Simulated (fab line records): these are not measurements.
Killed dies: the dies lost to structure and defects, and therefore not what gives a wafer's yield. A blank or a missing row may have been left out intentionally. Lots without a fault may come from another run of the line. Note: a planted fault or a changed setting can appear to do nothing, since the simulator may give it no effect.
Which tool was responsible?	flow nandHarc	18 lots, 54 wafers sampled, at 6 steps of a route of 1302

WHAT THE GAUGES SHOWED, per wafer
No reading from a measuring or inspecting step in the record can be judged against a usual standard deviation.

WHAT TOOL EACH LOT RAN ON (gives the tool, then ch and the chambers of the sampled wafers, and finally the start)
lot	NHARC_A_CONTACT_DESCUM_74	NHARC_A_CONTACT_ETCH_91	NHARC_A_CONTACT_ETCH_97	NHARC_A_CONTACT_ETCH_106	NHARC_A_CONTACT_ETCH_138	NHARC_A_CONTACT_ETCH_92
L074	rieDiel-07 ch 1,2, day 21 05:58	rieDiel-07 ch 0,2, day 21 09:55	rieDiel-07 ch 0,3, day 21 10:25 or earlier	rieDiel-05 ch 0,2, day 21 10:25	harCapEtch-02 ch 0,1, day 21 17:31	rieDiel-07 ch 0,1, day 21 18:20
L076	rieDiel-07 ch 0,1,3, day 22 18:08	rieDiel-07 ch 2,3, day 22 22:22	rieDiel-07 ch 0,1,2, day 22 22:53 or earlier	rieDiel-07 ch 0,2, day 22 22:53	harCapEtch-02 ch 0,1, day 23 05:48	rieDiel-05 ch 2,3, day 23 06:49
L075	rieDiel-11 ch 2,3, day 22 19:25	rieDiel-05 ch 0,1, day 23 00:02	rieDiel-05 ch 0,2, day 23 00:33 or earlier	rieDiel-07 ch 1,2,3, day 23 00:33	harCapEtch-01 ch 0,1, day 23 07:58	rieDiel-05 ch 0,2, day 23 08:44
L077	rieDiel-11 ch 1,2,3, day 23 02:02	rieDiel-07 ch 1,2,3, day 23 05:58	rieDiel-07 ch 1,2,3, day 23 06:28 or earlier	rieDiel-07 ch 0,2,3, day 23 06:28	harCapEtch-02 ch 0,1, day 23 12:19	rieDiel-07 ch 0,1,3, day 23 13:17
L078	rieDiel-07 ch 0,2,3, day 23 08:53	rieDiel-07 ch 1,2,3, day 23 12:50	rieDiel-07 ch 1,2, day 23 13:25 or earlier	rieDiel-07 ch 0,2, day 23 13:25	harCapEtch-03 ch 0,1, day 23 19:04	rieDiel-11 ch 0,1,3, day 23 19:56
L079	rieDiel-07 ch 0,2,3, day 24 00:36	rieDiel-07 ch 0,2,3, day 24 04:32	rieDiel-07 ch 1,2,3, day 24 05:02 or earlier	rieDiel-07 ch 0,1,2, day 24 05:02	harCapEtch-03 ch 0,1, day 24 11:56	rieDiel-07 ch 0,1,3, day 24 12:42
L081	rieDiel-07 ch 0,1,2, day 25 15:16	rieDiel-07 ch 0,1,2, day 25 19:13	rieDiel-07 ch 2,3, day 25 19:43 or earlier	rieDiel-11 ch 0,2,3, day 25 19:43	harCapEtch-02 ch 0,1, day 26 01:02	rieDiel-05 ch 0,1,2, day 26 01:53
L082	rieDiel-11 ch 0,2,3, day 25 15:38	rieDiel-07 ch 0,1,3, day 25 20:40	rieDiel-07 ch 0,1, day 25 21:10 or earlier	rieDiel-07 ch 2,3, day 25 21:10	harCapEtch-01 ch 0,1, day 26 03:01	rieDiel-05 ch 2,3, day 26 03:43
L085	rieDiel-07 ch 0,1,2, day 26 15:24	rieDiel-07 ch 0,1,3, day 26 19:34	rieDiel-07 ch 0,2,3, day 26 20:15 or earlier	rieDiel-05 ch 1,2,3, day 26 20:15	harCapEtch-01 ch 0,1, day 27 04:02	rieDiel-07 ch 1,2,3, day 27 04:52
L083	rieDiel-05 ch 1,2, day 26 19:43	rieDiel-07 ch 0,2,3, day 26 23:52	rieDiel-07 ch 0,3, day 27 00:21 or earlier	rieDiel-05 ch 0,1,2, day 27 00:21	harCapEtch-03 ch 0,1, day 27 13:15	rieDiel-11 ch 0,2, day 27 14:07
L088	rieDiel-07 ch 2,3, day 27 18:52	rieDiel-07 ch 0,2,3, day 27 22:50	rieDiel-07 ch 0,1,3, day 27 23:19 or earlier	rieDiel-07 ch 0,1, day 27 23:19	harCapEtch-01 ch 0,1, day 28 04:46	rieDiel-11 ch 0,1,2, day 28 05:35
L090	rieDiel-11 ch 1,2,3, day 27 19:37	rieDiel-07 ch 0,3, day 27 23:33	rieDiel-07 ch 0,3, day 28 00:04 or earlier	rieDiel-05 ch 0,1,3, day 28 00:04	harCapEtch-02 ch 0, day 28 05:40	rieDiel-11 ch 0,2,3, day 28 06:33
L089	rieDiel-05 ch 1,3, day 28 01:35	rieDiel-05 ch 0,3, day 28 05:41	rieDiel-05 ch 0,1,3, day 28 05:50	rieDiel-05 ch 0,1,3, day 28 06:22	harCapEtch-01 ch 0,1, day 28 12:34	rieDiel-07 ch 1,2,3, day 28 13:20
L091	rieDiel-07 ch 0,1,2, day 29 01:05	rieDiel-07 ch 1,2, day 29 05:04	rieDiel-07 ch 0,1,2, day 29 05:34 or earlier	rieDiel-07 ch 0,2,3, day 29 05:34	harCapEtch-03 ch 0,1, day 29 11:04	rieDiel-05 ch 0,2,3, day 29 11:50
L092	rieDiel-07 ch 0,2,3, day 29 11:22	rieDiel-05 ch 0,1,3, day 29 15:18	rieDiel-05 ch 0,2,3, day 29 15:49 or earlier	rieDiel-11 ch 0,1,3, day 29 15:49	harCapEtch-02 ch 0,1, day 29 21:27	rieDiel-07 ch 0,1,3, day 29 22:17
L094	rieDiel-07 ch 0,1,3, day 30 04:41	rieDiel-07 ch 0,1, day 30 08:37	rieDiel-07 ch 1,2, day 30 09:07 or earlier	rieDiel-07 ch 0,1,2, day 30 09:07	harCapEtch-01 ch 0,1, day 30 15:13	rieDiel-11 ch 0,1,2, day 30 16:03
L096	rieDiel-07 ch 1,2,3, day 30 12:01	rieDiel-07 ch 1,3, day 30 15:59	rieDiel-07 ch 1,3, day 30 16:28 or earlier	rieDiel-07 ch 2,3, day 30 16:28	harCapEtch-02 ch 0,1, day 30 22:00	rieDiel-07 ch 0,3, day 30 22:44
L095	rieDiel-05 ch 0,1,3, day 30 14:43	rieDiel-05 ch 1,2,3, day 30 19:52	rieDiel-05 ch 0,2,3, day 30 20:22 or earlier	rieDiel-07 ch 0,1,2, day 30 20:22	harCapEtch-01 ch 0,1, day 31 01:43	rieDiel-07 ch 0,2,3, day 31 02:32
- NHARC_A_CONTACT_DESCUM_74: chemistry O2, time 3 s.
- NHARC_A_CONTACT_ETCH_91: etches the open film in CH3F/O2, target depth 40 nm, time 85.7 s.
- NHARC_A_CONTACT_ETCH_97: etches the open film in C4F6/O2, target depth 20 nm, time 10 s.
- NHARC_A_CONTACT_ETCH_106: etches the open film in CF4/O2, target depth 90 nm, overetch 9 nm, time 49.5 s.
- NHARC_A_CONTACT_ETCH_138: etches the open film in C4F8/O2/Ar, time 311 s, target depth 1914 nm.
- NHARC_A_CONTACT_ETCH_92: etches the open film in CH3F/O2, target depth 40 nm, time 85.7 s.

AS READ BY THE TOOLS THEMSELVES (means over the sampled wafers that have a number; for cases with no such wafer, the mark the record gives instead)
NHARC_A_CONTACT_DESCUM_74. Usual: chamberPressureMTorr 59.99 mTorr, standard deviation 0.056; drypumpMotorCurrentA 5.70 A, standard deviation 0.29; oesProductAu 1.000 a.u., standard deviation 0.011; rfVppV 57.8 V, standard deviation 0.83; showerheadPlenumPTorr 1.90 Torr, standard deviation 0.12; throttleValvePct 11.311 %, standard deviation 0.0089.
lot	tool	chamberPressureMTorr (mTorr)	drypumpMotorCurrentA (A)	oesProductAu (a.u.)	rfVppV (V)	showerheadPlenumPTorr (Torr)	throttleValvePct (%)	flag
L074	rieDiel-07	59.99	5.61	1.000	57.1	1.81	11.309	
L076	rieDiel-07	59.98	5.79	1.000	58.3	1.96	11.308	
L075	rieDiel-11	60.02	5.81	0.987	58.2	1.94	11.310	
L077	rieDiel-11	60.02	5.73	1.004	56.4	1.91	11.317	
L078	rieDiel-07	59.99	5.52	1.000	57.4	1.98	11.300	
L079	rieDiel-07	59.94	5.53	1.003	57.7	1.98	11.322	
L081	rieDiel-07	59.94	5.57	1.007	58.1	1.88	11.318	
L082	rieDiel-11	60.01	5.91	0.999	57.7	1.90	11.308	
L085	rieDiel-07	60.02	5.58	1.006	57.9	1.88	11.305	
L083	rieDiel-05	60.01	5.99	0.987	58.1	1.89	11.316	
L088	rieDiel-07	60.04	5.33	1.009	57.3	1.92	11.312	
L090	rieDiel-11	60.01	5.74	0.996	57.3	1.90	11.310	
L089	rieDiel-05	59.98	5.94	0.986	57.0	1.86	11.309	
L091	rieDiel-07	59.93	5.56	0.997	57.6	1.88	11.315	
L092	rieDiel-07	59.95	5.52	1.001	58.8	1.97	11.314	
L094	rieDiel-07	59.99	5.80	1.001	58.2	1.95	11.310	
L096	rieDiel-07	59.96	5.57	1.010	57.9	1.90	11.309	
L095	rieDiel-05	59.97	5.81	0.989	57.1	1.82	11.309	

NHARC_A_CONTACT_ETCH_91. Usual: chamberPressureMTorr 25.002 mTorr, standard deviation 0.021; drypumpMotorCurrentA 5.7 A, standard deviation 0.3; oesProductAu 0.941 a.u., standard deviation 0.029; rfVppV 244.3 V, standard deviation 2.2; showerheadPlenumPTorr 2.45 Torr, standard deviation 0.15; throttleValvePct 20.663 %, standard deviation 0.0086.
lot	tool	chamberPressureMTorr (mTorr)	drypumpMotorCurrentA (A)	oesProductAu (a.u.)	rfVppV (V)	showerheadPlenumPTorr (Torr)	throttleValvePct (%)	flag
L074	rieDiel-07	25.008	5.5	0.925	245.0	2.52	20.652	
L076	rieDiel-07	25.007	5.5	0.927	245.6	2.56	20.662	
L075	rieDiel-05	25.023	5.6	0.919	242.4	2.31	20.665	
L077	rieDiel-07	25.025	5.6	0.952	243.1	2.44	20.666	
L078	rieDiel-07	25.007	5.6	0.935	244.5	2.44	20.659	
L079	rieDiel-07	25.018	5.5	0.925	245.2	2.54	20.667	
L081	rieDiel-07	24.991	5.6	0.924	244.2	2.42	20.665	
L082	rieDiel-07	24.971	5.8	0.928	245.6	2.51	20.657	
L085	rieDiel-07	25.014	5.8	0.930	246.1	2.51	20.660	
L083	rieDiel-07	24.989	5.5	0.930	245.7	2.54	20.665	
L088	rieDiel-07	25.003	5.6	0.926	244.7	2.53	20.655	
L090	rieDiel-07	25.001	5.7	1.005	246.7	2.60	20.659	
L089	rieDiel-05	24.990	5.7	0.919	243.0	2.35	20.667	
L091	rieDiel-07	25.004	5.6	0.952	242.7	2.31	20.665	
L092	rieDiel-05	25.005	5.8	0.985	243.0	2.34	20.662	
L094	rieDiel-07	25.020	5.8	0.941	243.2	2.39	20.662	
L096	rieDiel-07	25.024	5.8	0.934	245.5	2.53	20.661	
L095	rieDiel-05	25.019	6.0	0.910	243.2	2.40	20.668	

NHARC_A_CONTACT_ETCH_97. Usual: chamberPressureMTorr 30.000 mTorr, standard deviation 0.027; drypumpMotorCurrentA 5.70 A, standard deviation 0.3; oesProductAu 0.957 a.u., standard deviation 0.021; rfVppV 547 V, standard deviation 4.5; showerheadPlenumPTorr 3.92 Torr, standard deviation 0.22; throttleValvePct 26.903 %, standard deviation 0.0098.
lot	tool	chamberPressureMTorr (mTorr)	drypumpMotorCurrentA (A)	oesProductAu (a.u.)	rfVppV (V)	showerheadPlenumPTorr (Torr)	throttleValvePct (%)	flag
L074	rieDiel-07	30.016	5.75	0.948	552	4.16	26.892	
L076	rieDiel-07	30.011	5.56	0.943	545	3.86	26.907	
L075	rieDiel-05	29.999	5.91	0.941	546	3.89	26.899	
L077	rieDiel-07	30.020	5.61	0.959	547	3.90	26.900	
L078	rieDiel-07	29.980	5.64	0.953	543	3.72	26.902	
L079	rieDiel-07	29.991	5.59	0.946	546	3.90	26.901	
L081	rieDiel-07	29.979	5.54	0.955	550	4.08	26.903	
L082	rieDiel-07	29.985	5.77	0.942	548	3.97	26.908	
L085	rieDiel-07	29.995	5.53	0.949	550	4.04	26.908	
L083	rieDiel-07	30.009	5.77	0.940	552	4.18	26.913	
L088	rieDiel-07	30.009	5.81	0.943	548	4.00	26.891	
L090	rieDiel-07	29.996	5.76	1.002	551	4.14	26.909	
L089	rieDiel-05	29.989	5.81	0.947	544	3.75	26.902	
L091	rieDiel-07	30.005	5.58	0.973	546	3.85	26.893	
L092	rieDiel-05	29.989	5.91	0.989	546	3.85	26.893	
L094	rieDiel-07	29.983	5.63	0.955	542	3.71	26.908	
L096	rieDiel-07	30.013	5.85	0.951	546	3.85	26.913	
L095	rieDiel-05	30.006	5.92	0.932	545	3.84	26.908	

NHARC_A_CONTACT_ETCH_106. Usual: chamberPressureMTorr 30.001 mTorr, standard deviation 0.027; drypumpMotorCurrentA 5.71 A, standard deviation 0.29; oesProductAu 0.997 a.u., standard deviation 0.011; rfVppV 197.4 V, standard deviation 1.7; showerheadPlenumPTorr 1.32 Torr, standard deviation 0.074; throttleValvePct 13.397 %, standard deviation 0.0085.
lot	tool	chamberPressureMTorr (mTorr)	drypumpMotorCurrentA (A)	oesProductAu (a.u.)	rfVppV (V)	showerheadPlenumPTorr (Torr)	throttleValvePct (%)	flag
L074	rieDiel-05	29.993	5.89	0.993	198.1	1.33	13.402	
L076	rieDiel-07	30.007	5.52	1.000	198.4	1.37	13.397	
L075	rieDiel-07	30.022	5.57	1.001	197.2	1.33	13.397	
L077	rieDiel-07	30.026	5.53	1.007	199.0	1.38	13.400	
L078	rieDiel-07	29.983	5.30	0.996	196.9	1.33	13.397	
L079	rieDiel-07	29.981	5.55	1.002	197.8	1.32	13.396	
L081	rieDiel-11	29.983	5.89	1.006	196.7	1.32	13.398	
L082	rieDiel-07	29.988	5.54	1.002	198.5	1.39	13.398	
L085	rieDiel-05	29.995	5.94	0.986	196.9	1.31	13.391	
L083	rieDiel-05	30.015	5.79	0.982	196.7	1.28	13.399	
L088	rieDiel-07	29.976	5.77	0.992	198.5	1.35	13.397	
L090	rieDiel-05	30.016	5.77	0.997	196.1	1.27	13.401	
L089	rieDiel-05	30.000	5.78	0.988	196.4	1.27	13.397	
L091	rieDiel-07	30.033	5.54	1.000	197.9	1.37	13.405	
L092	rieDiel-11	30.003	5.70	0.983	196.4	1.26	13.393	
L094	rieDiel-07	29.990	5.56	1.005	197.6	1.31	13.401	
L096	rieDiel-07	29.989	5.55	1.001	199.8	1.39	13.397	
L095	rieDiel-07	30.008	5.55	1.014	197.3	1.31	13.402	

NHARC_A_CONTACT_ETCH_138. Usual: chamberPressureMTorr 19.999 mTorr, standard deviation 0.017; oesAirLineAu 1.002 a.u., standard deviation 0.02.
lot	tool	chamberPressureMTorr (mTorr)	oesAirLineAu (a.u.)	flag
L074	harCapEtch-02	20.004	1.014	
L076	harCapEtch-02	19.998	0.980	
L075	harCapEtch-01	20.010	0.988	
L077	harCapEtch-02	20.018	0.993	
L078	harCapEtch-03	20.008	0.984	
L079	harCapEtch-03	20.002	0.988	
L081	harCapEtch-02	19.969	0.998	
L082	harCapEtch-01	20.003	1.006	
L085	harCapEtch-01	19.994	1.011	
L083	harCapEtch-03	20.013	0.988	
L088	harCapEtch-01	20.015	0.997	
L090	harCapEtch-02	19.992	1.014	
L089	harCapEtch-01	20.011	1.000	
L091	harCapEtch-03	19.997	1.025	
L092	harCapEtch-02	20.012	1.010	
L094	harCapEtch-01	20.016	1.000	
L096	harCapEtch-02	19.994	1.006	
L095	harCapEtch-01	19.995	1.018	

NHARC_A_CONTACT_ETCH_92. Usual: chamberPressureMTorr 24.996 mTorr, standard deviation 0.026; drypumpMotorCurrentA 5.75 A, standard deviation 0.27; oesProductAu 0.95 a.u., standard deviation 0.032; rfVppV 244.0 V, standard deviation 2.1; showerheadPlenumPTorr 2.45 Torr, standard deviation 0.14; throttleValvePct 20.665 %, standard deviation 0.0098.
lot	tool	chamberPressureMTorr (mTorr)	drypumpMotorCurrentA (A)	oesProductAu (a.u.)	rfVppV (V)	showerheadPlenumPTorr (Torr)	throttleValvePct (%)	flag
L074	rieDiel-07	25.006	5.78	0.98	244.4	2.49	20.665	
L076	rieDiel-05	25.003	6.07	1.00	244.3	2.48	20.661	
L075	rieDiel-05	24.996	5.74	1.01	242.7	2.37	20.665	
L077	rieDiel-07	25.000	5.80	0.92	244.0	2.52	20.664	
L078	rieDiel-11	25.003	5.71	0.92	243.4	2.34	20.671	
L079	rieDiel-07	24.996	5.80	0.93	245.7	2.52	20.671	
L081	rieDiel-05	25.003	5.80	0.99	243.2	2.36	20.664	
L082	rieDiel-05	25.010	6.07	1.00	244.2	2.47	20.671	
L085	rieDiel-07	24.980	5.59	0.93	243.8	2.44	20.658	
L083	rieDiel-11	25.004	6.04	0.92	245.6	2.52	20.661	
L088	rieDiel-11	24.982	5.83	0.92	243.6	2.40	20.671	
L090	rieDiel-11	25.023	5.89	0.92	244.0	2.43	20.662	
L089	rieDiel-07	24.999	5.59	1.01	243.8	2.43	20.668	
L091	rieDiel-05	25.001	5.89	0.92	243.9	2.41	20.656	
L092	rieDiel-07	25.028	5.81	0.94	244.1	2.51	20.666	
L094	rieDiel-11	24.961	5.82	0.93	242.3	2.39	20.665	
L096	rieDiel-07	24.996	5.75	0.93	247.1	2.63	20.673	
L095	rieDiel-07	25.003	5.55	0.94	245.6	2.53	20.665	

THE ANSWER, worked out from the rows above alone
Rule: a lot counts as off when the mean over its wafers that have a number is more than 3 standard deviations away from the usual mean. Also off: a lot with no number at a reading for which 4 or more lots have one. Where the step has rows for the other lots, those lots are counted as sound. The gauges are gone through in route order, then the tools' own readings, and for those a lot's mean is taken as printed above. The first step at which some lot is off is used, and at that step the reading that is off furthest; a lot without a number counts as furthest.
No lot is off at any reading shown: from this, nothing can be told.

WHAT THE SIMULATOR HAD PUT IN
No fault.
